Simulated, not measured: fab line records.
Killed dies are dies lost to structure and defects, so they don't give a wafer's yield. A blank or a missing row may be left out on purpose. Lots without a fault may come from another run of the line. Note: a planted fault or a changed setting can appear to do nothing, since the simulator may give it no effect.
Split-lot experiment | flow n5Finfet | 21 wafers read across 7 lots, on a route 1938 steps long

ABOUT THE SPLIT
At N5_BEOL_M15_ETCH_61 (etches BARC in N2/H2, target depth 89 nm, overetch 26.7 nm, time 67.9 s), the setting timeS was moved away from the recipe's 67.9 s on 12 of the 21 wafers read, by -19.7% to +15.0%. For the rest of the wafers, this setting stayed at what the recipe calls for.

Reading taken at the split's own step.

THE READING
coat_of_BEOL_M15_COAT_22.thkNm (the simulator's own value, which no gauge read), in nm, at N5_BEOL_M15_ETCH_61 (etches BARC in N2/H2, target depth 89 nm, overetch 26.7 nm, time 67.9 s). The file does not state a usual value for it. Here, 9 wafers ran the recipe; their average is 717.7 nm with a standard deviation of 2.7 nm.

wafer  | tool, chamber at the split | timeS as run, s | against the recipe | coat_of_BEOL_M15_COAT_22.thkNm, nm | against lot-mates on the recipe
L077.1 | rieDiel-06, 2              | 78.09           | +15.0%             | 708                                | -14.6
L077.4 | rieDiel-06, 3              | 78.09           | +15.0%             | 711.6                              | -11.0
L077.6 | rieDiel-06, 0              | 67.9            | recipe             | 722.6                              | -
L080.2 | rieDiel-06, 2              | 74.99           | +10.4%             | 712                                | no lot-mate on the recipe
L080.5 | rieDiel-06, 0              | 74.99           | +10.4%             | 715.6                              | no lot-mate on the recipe
L080.6 | rieDiel-06, 1              | 74.99           | +10.4%             | 713.4                              | no lot-mate on the recipe
L082.4 | rieDiel-01, 0              | 55.34           | -18.5%             | 730.8                              | +9.6
L082.5 | rieDiel-01, 0              | 67.9            | recipe             | 721.2                              | -
L082.6 | rieDiel-01, 1              | 55.34           | -18.5%             | 735.6                              | +14.4
L090.3 | rieDiel-06, 0              | 67.9            | recipe             | 717.6                              | -
L090.5 | rieDiel-06, 1              | 67.9            | recipe             | 716                                | -
L090.6 | rieDiel-06, 2              | 54.51           | -19.7%             | 728.2                              | +11.4
L092.1 | rieDiel-06, 3              | 59.74           | -12.0%             | 728.6                              | +10.8
L092.4 | rieDiel-06, 2              | 67.9            | recipe             | 717.8                              | -
L092.5 | rieDiel-06, 1              | 59.74           | -12.0%             | 724.8                              | +7.0
L089.2 | rieDiel-05, 0              | 60.01           | -11.6%             | 724                                | +6.4
L089.3 | rieDiel-05, 2              | 60.01           | -11.6%             | 718.6                              | +1.0
L089.5 | rieDiel-05, 0              | 67.9            | recipe             | 717.6                              | -
L096.3 | rieDiel-01, 1              | 67.9            | recipe             | 717.8                              | -
L096.5 | rieDiel-01, 2              | 67.9            | recipe             | 716                                | -
L096.6 | rieDiel-01, 3              | 67.9            | recipe             | 713                                | -

FIT RESULTS
A straight line over all 21 wafers: coat_of_BEOL_M15_COAT_22.thkNm changes by -0.587 nm for each +1% of timeS; r = -0.90; the points scatter about the line by 3.2 nm.
The same after taking each lot's own level away (the mean of its wafers on the recipe; 18 wafers): -0.68 nm for each +1%; r = -0.95; scatter 2.4 nm.
According to that fit, moving timeS by its largest amount changes the reading by 13 nm.
Across the lots, their own levels run from 715.60 to 722.60 nm, a range of 2.6 times the standard deviation given above.
Thus the slope moves with the lot-to-lot level: the two fits are different.
Check: +12.8 nm against its lot-mates is what the line predicts for one of the wafers moved furthest among these (-19.7%) when that wafer is left out of the fit. It came out at +11.4 nm against them.

OTHER SPLITS ON THESE WAFERS
Before the reading, these wafers also passed through other splits. Each is held against what the fit with the lots' levels taken away leaves over:
other split on the same wafers | wafers away from the commonest value | r with coat_of_BEOL_M15_COAT_22.thkNm (lot level and that fit taken away)
N5_BEOL_M11_EXPOSE_25 doseMj   | 4                                    | -0.05
N5_BEOL_M13_EXPOSE_07 doseMj   | 5                                    | -0.13
N5_BEOL_M13_ETCH_68 timeS      | 8                                    | +0.26
N5_BEOL_M13_SPUTTER_43 powerW  | 6                                    | +0.11
N5_BEOL_M14_ETCH_68 timeS      | 9                                    | -0.49

FILE'S OWN FIT
coat_of_BEOL_M15_COAT_22.thkNm changes by -0.638 nm for each +1% of timeS, r = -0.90.
